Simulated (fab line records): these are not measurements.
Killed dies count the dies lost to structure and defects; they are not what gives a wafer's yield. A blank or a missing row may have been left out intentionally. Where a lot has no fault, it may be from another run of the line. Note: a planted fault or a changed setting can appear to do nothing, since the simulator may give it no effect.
Chamber matching    flow n5_finfet    N5_BEOL_M0_SAQP_ETCH_49 on rie_diel-03 has 4 sister chambers
The step etches SiO2 in CF4/O2, target depth 37 nm. 22 wafers are shown with their chamber, then 11 later ones without.

== WAFERS, EACH WITH ITS CHAMBER ==
wafer   chamber  showerhead_plenum_p_Torr (Torr)  drypump_motor_current_A (A)  throttle_valve_pct (%)
L075.2  0        2.17                             4.7                          15.62
L075.3  1        2.27                             6.1                          15.93
L075.6  2        2.09                             5.3                          16.06
L078.1  1        2.27                             6.0                          15.95
L078.4  2        2.09                             5.3                          16.06
L078.6  0        2.17                             4.7                          15.62
L079.1  2        2.09                             5.3                          16.06
L079.3  3        2.34                             5.5                          15.59
L079.5  3        2.34                             5.5                          15.57
L084.2  1        2.27                             6.1                          15.95
L084.4  3        2.34                             5.5                          15.58
L084.5  3        2.34                             5.5                          15.59
L085.2  2        2.08                             5.3                          16.08
L085.3  3        2.34                             5.5                          15.60
L085.4  0        2.17                             4.8                          15.64
L086.2  2        2.08                             5.3                          16.10
L086.3  1        2.27                             6.0                          15.98
L086.4  0        2.17                             4.7                          15.64
L088.1  2        2.08                             5.3                          16.10
L088.2  3        2.34                             5.5                          15.59
L088.4  1        2.26                             6.0                          15.98
L089.2  1        2.26                             6.0                          15.98

SIGNATURES (means of the wafers above)
reading                   chamber 0  chamber 1  chamber 2  chamber 3  scatter within a chamber
showerhead_plenum_p_Torr  2.1700     2.2667     2.0850     2.3400     0.00397
drypump_motor_current_A   4.725      6.033      5.300      5.500      0.034
throttle_valve_pct        15.6300    15.9617    16.0767    15.5867    0.0169
Rule: for a wafer and a chamber, the distance is found by dividing, reading by reading, the gap between the wafer's reading and the chamber's mean by the reading's scatter, squaring, summing and taking the root. If the next closest chamber is less than 2 further off than the closest, the wafer can't be placed; otherwise it belongs to the closest. How the scatter is found: for the shown wafers, subtract from each reading the mean of its chamber, square and add these, divide the total by (wafers less chambers), then take the root.

== WAFERS WITH NO CHAMBER GIVEN ==
wafer   showerhead_plenum_p_Torr (Torr)  drypump_motor_current_A (A)  throttle_valve_pct (%)
L089.3  2.34                             5.5                          15.60
L089.5  2.26                             6.0                          15.98
L090.2  2.16                             4.8                          15.68
L090.3  2.34                             5.5                          15.61
L090.6  2.34                             5.5                          15.60
L092.1  2.16                             4.8                          15.67
L092.2  2.33                             5.5                          15.62
L092.6  2.16                             4.7                          15.66
L094.1  2.16                             4.7                          15.67
L094.2  2.33                             5.5                          15.61
L094.3  2.26                             6.0                          15.99

== THE CHAMBER EACH PASSED THROUGH ==
wafer   from the rows above  in truth
L089.3  3                    3
L089.5  1                    1
L090.2  0                    0
L090.3  3                    3
L090.6  3                    3
L092.1  0                    0
L092.2  3                    3
L092.6  0                    0
L094.1  0                    0
L094.2  3                    3
L094.3  1                    1
Correct placement for 11 of the 11. From these rows, 0 cannot be placed. Wrongly placed: 0.
